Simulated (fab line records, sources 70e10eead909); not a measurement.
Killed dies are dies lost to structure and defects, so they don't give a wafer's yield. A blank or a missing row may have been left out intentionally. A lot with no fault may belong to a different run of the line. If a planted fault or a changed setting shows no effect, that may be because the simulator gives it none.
Comparing a struck lot with a sound one | flow nand harc | 20 steps out of a route of 1302
Sound: wafers L128.3, L128.4, L128.6. The struck wafers were L146.3, L146.4, L146.6. The cause is named last.
For every step that has rows: the tool of each side, followed by ch and its chambers, followed by its first start. Under that, the readings that differ: sound wafers | struck wafers | difference of the means | sigmas: that difference in standard deviations of wafers without a fault.
alike: readings whose means differ by less than 2 such deviations, and words and numbers that are the same on both sides. not compared: withheld readings, readings that some wafer has no value for, bounds like >300 that may hide the same value, and numbers for which the record gives no deviation and whose values overlap.
The two part at a step that has a row with sigmas, a row that says differs or no value, or rows on one side only. Non-overlapping numbers with no deviation appear without sigmas and do not part them. A reading that every wafer of one side lacks parts them only if that side has two wafers or more.

NHARC_P_GATE_CD_MEAS_59: target cd 720 nm.
  sound on cd sem-01 ch 0, day 6 08:37; struck on cd sem-02 ch 0, day 13 18:32
  alike: cd nm
then, 1 step without rows for these wafers: NHARC_P_GATE_HARDBAKE_60 (time 80 s).
NHARC_P_GATE_DESCUM_61: chemistry O2, time 3 s.
  sound on rie diel-12 ch 0,1,2, day 6 08:47; struck on rie diel-05 ch 1,2,3, day 13 18:43
  alike: drypump motor current A, oes product au, rf vpp V, showerhead plenum p Torr, throttle valve pct
  not compared: rf hours counter h
next, for these wafers, 1 step has no rows: NHARC_P_GATE_IMPLANT_62.
NHARC_P_GATE_STRIP_112: strips in N2/H2, time 200 s.
  sound on plasma asher-02 ch 0,1, day 6 09:14; struck on plasma asher-02 ch 0,1, day 13 19:09
  alike: drypump motor current A, heater power w, temp c
  not compared: rf hours counter h
NHARC_P_GATE_STRIP_76: strips in O2.
  sound on plasma asher-02 ch 0,1, day 6 09:26; struck on plasma asher-02 ch 0,1, day 13 19:21
  alike: drypump motor current A, heater power w, temp c
  not compared: rf hours counter h
then, 6 steps without rows for these wafers: NHARC_P_GATE_STRIP_63 (strips in SPM, time 900 s); NHARC_P_GATE_DEHYDRATE_83 (time 120 s); NHARC_P_GATE_HMDS_84 (time 30 s); NHARC_P_GATE_COAT_85; NHARC_P_GATE_SOFTBAKE_86 (time 95 s); NHARC_P_GATE_EBR_87.
NHARC_P_GATE_EXPOSE_88: exposes mask P HVN, target cd 2000 nm.
  sound on krf scanner-04 ch 0, day 6 10:12; struck on krf scanner-04 ch 0, day 13 20:06
  reading              | sound                | struck               | difference | sigmas
  exposure dose mJ cm2 | 11.882 11.882 11.866 | 15.772 15.770 15.777 | +3.896     | +99 or more
  alike: mask
then, 2 steps without rows for these wafers: NHARC_P_GATE_PEB_89 (peb time 85 s); NHARC_P_GATE_DEVELOP_90 (time 70 s).
NHARC_P_GATE_CD_MEAS_91: target cd 2000 nm.
  sound on cd sem-02 ch 0, day 6 10:21; struck on cd sem-02 ch 0, day 13 20:15
  reading    | sound                | struck               | difference | sigmas
  cd nm (nm) | 1996.4 1996.7 1996.1 | 2045.6 2049.4 2046.9 | +50.9      | +20
then, 1 step without rows for these wafers: NHARC_P_GATE_HARDBAKE_92 (time 80 s).
NHARC_P_GATE_DESCUM_93: chemistry O2, time 3 s.
  sound on rie diel-05 ch 1,2, day 6 10:31; struck on rie diel-05 ch 0,1,2, day 13 20:25
  reading                 | sound          | struck         | difference | sigmas
  model.P_GATE.cd nm (nm) | 1996 1997 1996 | 2045 2049 2047 | +51        |
  alike: drypump motor current A, oes product au, rf vpp V, showerhead plenum p Torr, throttle valve pct
  not compared: rf hours counter h
next, for these wafers, 1 step has no rows: NHARC_P_GATE_IMPLANT_94.
-- jump in the record: it breaks off in module P_GATE and resumes in module END (first step shown: number 1302 of the route), and 20 days separate the struck wafers' starts before and after --
NHARC_END_SORT_01:
  sound on prober-01 ch 0, day 26 05:00; struck on prober-02 ch 0, day 33 10:07
  reading      | sound | struck | difference | sigmas
  killed short | 2 1 3 | 7 4    | +4         | +2
  alike: killed at array, killed at other, killed at periphery, killed dies, killed open

## WHERE THEY PART
At NHARC_P_GATE_EXPOSE_88 first; at NHARC_END_SORT_01 last (within this record only).

WHY: what had been put in by the simulator
Drift in process parameters on krf scanner-04 at NHARC_P_GATE_EXPOSE_88, starting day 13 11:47. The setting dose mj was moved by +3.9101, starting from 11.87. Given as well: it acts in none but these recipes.
